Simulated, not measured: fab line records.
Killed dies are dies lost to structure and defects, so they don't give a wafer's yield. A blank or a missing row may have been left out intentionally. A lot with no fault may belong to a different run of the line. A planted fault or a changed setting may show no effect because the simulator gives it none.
A lot that was struck, set against a sound lot + flow n5_finfet + 19 steps out of a route of 1938
Sound: these wafers, L228.2, L228.4, L228.6. The struck wafers were L238.1, L238.2, L238.4. At the end, the cause is stated.
Per side, at each step with rows, come the tool, then ch with its chambers, and then its first start. Under that, the readings that differ: sound wafers + struck wafers + difference of the means + sigmas: that difference in standard deviations of wafers without a fault.
alike: same words and numbers on both sides, and readings whose means sit less than 2 such deviations apart. not compared: any withheld reading, any reading some wafer has no value for, any bound like >300 that may hide the same value, and any number with overlapping values for which the record gives no deviation.
A row with sigmas, a row that says differs or no value, or rows on one side alone: a step with any of these is where the two part. Numbers that don't overlap but have no deviation are shown without sigmas and don't part them. A reading missing from all wafers of one side parts the sides only when that side holds two or more wafers.

first, 2 steps without rows for these wafers: N5_BEOL_M2_STRIP_65 (strips in N2/H2); N5_BEOL_M2_STRIP_75 (strips in N2/H2).
N5_BEOL_M2_STRIP_66: strips in CF4.
  sound on rie_diel-04 ch 0,2,3, day 6 14:58; struck on rie_diel-04 ch 0,1,2, day 9 03:46
  alike: drypump_motor_current_A, oes_product_au, rf_vpp_V, showerhead_plenum_p_Torr, throttle_valve_pct
  not compared: rf_hours_counter_h
N5_BEOL_M2_HM_OPEN_17: chemistry Cl2/BCl3, target TiN, target depth 20 nm, overetch 6 nm.
  sound on rie_metal-01 ch 0, day 6 15:00; struck on rie_metal-01 ch 0,1, day 9 03:48
  alike: drypump_motor_current_A, oes_product_au, throttle_valve_pct
  not compared: rf_hours_counter_h
N5_BEOL_M2_STRIP_19: strips in O2.
  sound on rie_diel-02 ch 0,1,2, day 6 15:07; struck on rie_diel-05 ch 1,2,3, day 9 04:03
  alike: drypump_motor_current_A, oes_product_au, rf_vpp_V, showerhead_plenum_p_Torr, throttle_valve_pct
  not compared: rf_hours_counter_h
N5_BEOL_M2_CD_MEAS_18: pitch 36 nm, target cd 18 nm.
  sound: cd_sem-01 at day 6 15:11; struck: cd_sem-01 at day 9 04:07
  alike: cd_nm
then, 6 steps without rows for these wafers: N5_BEOL_M2_COAT_67 (time 60 s, resist thk 60 nm); N5_BEOL_M2_COAT_68 (time 60 s, resist thk 12 nm); N5_BEOL_M2_COAT_76 (time 60 s, resist thk 5 nm); N5_BEOL_M2_COAT_22 (resist thk 30 nm); N5_BEOL_M2_EBR_24; N5_BEOL_M2_SOFTBAKE_23 (time 60 s).
N5_BEOL_M2_EXPOSE_25: exposes mask V1, defocus 5 nm.
  sound on euv_scanner-01 ch 0, day 6 15:29; struck on euv_scanner-01 ch 0, day 9 04:17
| reading              | sound             | struck            | difference | sigmas |
|----------------------|-------------------|-------------------|------------|--------|
| exposure_dose_mJ_cm2 | 63.03 62.90 62.94 | 65.43 65.32 65.50 | +2.46      | +42    |
  alike: mask
then, 2 steps without rows for these wafers: N5_BEOL_M2_PEB_26 (peb time 60 s); N5_BEOL_M2_DEVELOP_27 (develop time 30 s).
N5_BEOL_M2_CD_MEAS_28: target cd 26.2 nm, target cd y 24.1 nm.
  sound on cd_sem-02 ch 0, day 6 15:38; struck on cd_sem-02 ch 0, day 9 04:26
| reading    | sound             | struck            | difference | sigmas |
|------------|-------------------|-------------------|------------|--------|
| cd_nm (nm) | 26.04 25.92 25.82 | 26.98 26.89 26.90 | +1.00      | +5     |
N5_BEOL_M2_OVL_MEAS_29:
  sound on overlay-02 ch 0, day 6 15:40; struck on overlay-01 ch 0, day 9 04:28
  alike: V1_OVL
N5_BEOL_M4_RC_MEAS_101:
  sound on prober-01 ch 0, day 7 20:33; struck on prober-01 ch 0, day 10 11:28
  alike: DIBL_N, DIBL_P, IOFF_N, IOFF_P, ION_N, ION_P, SS_N, SS_P, VT_N, VT_P
-- here the record skips 5 days between the struck wafers' starts before and after, leaving off in module BEOL_M4 and picking up in module PASSIVATION (first step shown: number 1936 of the route) --
N5_PASSIVATION_PROBE_49:
  record: rows for the struck wafers here (prober-01, day 14 23:45), none for the sound ones

== WHERE THEY PART ==
Earliest at N5_BEOL_M2_EXPOSE_25; latest, in this record, at N5_PASSIVATION_PROBE_49.

WHY: what the simulator had put in
Process parameter drift: euv_scanner-01, from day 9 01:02 on, at N5_BEOL_M2_EXPOSE_25. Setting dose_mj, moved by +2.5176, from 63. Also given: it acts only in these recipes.
